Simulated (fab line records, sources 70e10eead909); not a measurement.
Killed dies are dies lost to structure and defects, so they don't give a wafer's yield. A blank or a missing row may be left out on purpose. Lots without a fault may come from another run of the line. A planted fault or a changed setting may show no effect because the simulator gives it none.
Chamber matching | flow nand_harc | NHARC_P_M2_STRIP_18 on rie_diel-04: 4 sister chambers
The step strips in N2/H2. 20 wafers are shown with their chamber, then 10 later ones without.

WAFERS WITH THEIR CHAMBER
wafer  | chamber | showerhead_plenum_p_Torr (Torr) | drypump_motor_current_A (A) | rf_vpp_V (V)
L076.1 | 1       | 1.91                            | 5.6                         | 90.0
L076.4 | 3       | 2.21                            | 5.2                         | 91.0
L076.6 | 0       | 2.08                            | 5.2                         | 91.3
L077.1 | 1       | 1.91                            | 5.6                         | 89.5
L077.3 | 0       | 2.08                            | 5.2                         | 90.7
L077.6 | 1       | 1.91                            | 5.5                         | 88.9
L078.3 | 1       | 1.91                            | 5.6                         | 89.5
L078.4 | 0       | 2.08                            | 5.2                         | 91.3
L078.5 | 2       | 1.90                            | 5.8                         | 90.0
L081.2 | 3       | 2.20                            | 5.2                         | 92.2
L081.3 | 1       | 1.91                            | 5.5                         | 91.0
L081.6 | 1       | 1.91                            | 5.6                         | 89.8
L082.2 | 1       | 1.91                            | 5.5                         | 89.0
L082.3 | 2       | 1.90                            | 5.9                         | 90.3
L082.4 | 3       | 2.20                            | 5.2                         | 91.8
L087.2 | 3       | 2.20                            | 5.2                         | 91.3
L087.4 | 0       | 2.08                            | 5.2                         | 91.3
L087.5 | 3       | 2.20                            | 5.2                         | 92.9
L091.1 | 1       | 1.91                            | 5.6                         | 91.1
L091.5 | 1       | 1.91                            | 5.6                         | 91.0

SIGNATURES (means of the wafers above)
reading                  | chamber 0 | chamber 1 | chamber 2 | chamber 3 | scatter within a chamber
showerhead_plenum_p_Torr | 2.0800    | 1.9100    | 1.9000    | 2.2020    | 0.00224
drypump_motor_current_A  | 5.200     | 5.567     | 5.850     | 5.200     | 0.0395
rf_vpp_V                 | 91.150    | 89.978    | 90.150    | 91.840    | 0.73
Rule: a wafer's distance from a chamber is the root of the sum, over the readings, of the square of ((its reading less the chamber's mean) divided by the reading's scatter). The wafer belongs to the nearest chamber; if the next one is less than 2 further off, it can't be placed. The scatter: the root of (the sum of the squares of (reading less its chamber's mean) over the shown wafers, divided by (wafers less chambers)).

WAFERS WITHOUT THEIR CHAMBER
wafer  | showerhead_plenum_p_Torr (Torr) | drypump_motor_current_A (A) | rf_vpp_V (V)
L091.6 | 2.08                            | 5.2                         | 89.5
L093.1 | 1.91                            | 5.5                         | 90.7
L093.4 | 2.20                            | 5.2                         | 91.6
L093.6 | 1.90                            | 5.8                         | 89.1
L095.1 | 2.08                            | 5.2                         | 90.8
L095.2 | 1.90                            | 5.8                         | 89.2
L095.4 | 2.20                            | 5.2                         | 93.5
L096.1 | 1.90                            | 5.8                         | 89.3
L096.2 | 1.91                            | 5.6                         | 89.5
L096.6 | 1.90                            | 5.8                         | 89.9

WHICH CHAMBER EACH WENT THROUGH
wafer  | from the rows above | in truth
L091.6 | 0                   | 0
L093.1 | 1                   | 1
L093.4 | 3                   | 3
L093.6 | 2                   | 2
L095.1 | 0                   | 0
L095.2 | 2                   | 2
L095.4 | 3                   | 3
L096.1 | 2                   | 2
L096.2 | 1                   | 1
L096.6 | 2                   | 2
Placed correctly: 10 of 10. Can't be placed from these rows: 0. Placed wrongly: 0.
